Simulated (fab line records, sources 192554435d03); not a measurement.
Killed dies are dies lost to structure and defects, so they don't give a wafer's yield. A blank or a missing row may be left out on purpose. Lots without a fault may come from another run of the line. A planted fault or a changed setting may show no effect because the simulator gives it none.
Split-lot experiment | flow n5_finfet | 7 lots, 21 wafers read, on a route of 1938 steps

THE SPLIT
At N5_MOL_CONTACT_COAG_CONTACT_ETCH_14 (etches SiO2 in C4F6/O2, target depth 27.5 nm, overetch 8.5 nm, time 20 s), the setting source_w was moved away from the recipe's 370 W on 6 of the 21 wafers read, by -17.3% to +16.0%. The other wafers ran this setting at the recipe's value.

The reading is taken at the split's own step.

THE READING
rf_vpp_V, in V, at N5_MOL_CONTACT_COAG_CONTACT_ETCH_14 (etches SiO2 in C4F6/O2, target depth 27.5 nm, overetch 8.5 nm, time 20 s). Fault-free wafers of this fab line usually give 694 V, standard deviation 3.7 V.

wafer  | tool, chamber at the split | source_w as run, W | against the recipe | rf_vpp_V, V | against lot-mates on the recipe
L076.1 | rie_diel-05, 0             | 370                | recipe             | 689         | -
L076.2 | rie_diel-05, 3             | 370                | recipe             | 697         | -
L076.4 | rie_diel-05, 3             | 370                | recipe             | 694         | -
L082.1 | rie_diel-04, 1             | 370                | recipe             | 696         | -
L082.2 | rie_diel-04, 0             | 370                | recipe             | 694         | -
L082.6 | rie_diel-04, 1             | 370                | recipe             | 696         | -
L089.2 | rie_diel-04, 3             | 339.4              | -8.3%              | 700         | +5
L089.3 | rie_diel-04, 1             | 370                | recipe             | 697         | -
L089.6 | rie_diel-04, 0             | 370                | recipe             | 693         | -
L093.4 | rie_diel-05, 3             | 370                | recipe             | 695         | -
L093.5 | rie_diel-05, 0             | 306.1              | -17.3%             | 730         | +35
L093.6 | rie_diel-05, 1             | 306.1              | -17.3%             | 737         | +42
L094.1 | rie_diel-06, 1             | 370                | recipe             | 688         | -
L094.5 | rie_diel-06, 3             | 329.2              | -11.0%             | 719         | +30
L094.6 | rie_diel-06, 1             | 370                | recipe             | 689         | -
L092.1 | rie_diel-04, 0             | 330                | -10.8%             | 723         | +32
L092.4 | rie_diel-04, 0             | 370                | recipe             | 693         | -
L092.5 | rie_diel-04, 3             | 370                | recipe             | 688         | -
L096.1 | rie_diel-05, 0             | 370                | recipe             | 688         | -
L096.2 | rie_diel-05, 2             | 429.1              | +16.0%             | 663         | -25
L096.6 | rie_diel-05, 0             | 370                | recipe             | 688         | -

THE FIT
A straight line over all 21 wafers: rf_vpp_V changes by -2.21 V for each +1% of source_w; r = -0.96; the points scatter about the line by 4.7 V.
The same after taking each lot's own level away (the mean of its wafers on the recipe; 21 wafers): -2.08 V for each +1%; r = -0.95; scatter 4.9 V.
On that fit, the largest move of source_w shifts the reading by 36 V.
The lots' own levels span 688.0 to 695.3 V, that is 2.0 times the standard deviation above.
So the lot-to-lot level changes the slope little: the two slopes agree.
Check: with one of the wafers moved furthest among these (-17.3%) left out of the fit, the line predicts +37.6 V for it against its lot-mates. It came out at +35 V against them.
Tool readings at the split's step, against how far the setting was moved: rf_vpp_V r = -0.96.

OTHER SPLITS ON THESE WAFERS
These wafers also went through other splits before the reading. Each is held against what the fit with the lots' levels taken away leaves over:
other split on the same wafers        | wafers away from the commonest value | r with rf_vpp_V (lot level and that fit taken away)
N5_SDB_STRIP_22 power_w               | 10                                   | -0.17
N5_SDB_CUT_ETCH_26 icp_w              | 9                                    | +0.18
N5_HKMG_FIN_ETCH_35 time_s            | 7                                    | -0.24
N5_MOL_CONTACT_COAG_COAT_103 spin_rpm | 7                                    | +0.11
N5_MOL_CONTACT_COAG_COAT_58 spin_rpm  | 5                                    | +0.08
N5_MOL_CONTACT_COAG_EXPOSE_05 dose_mj | 10                                   | +0.02

THE FILE'S OWN FIT
rf_vpp_V changes by -2.09 V for each +1% of source_w, r = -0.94.
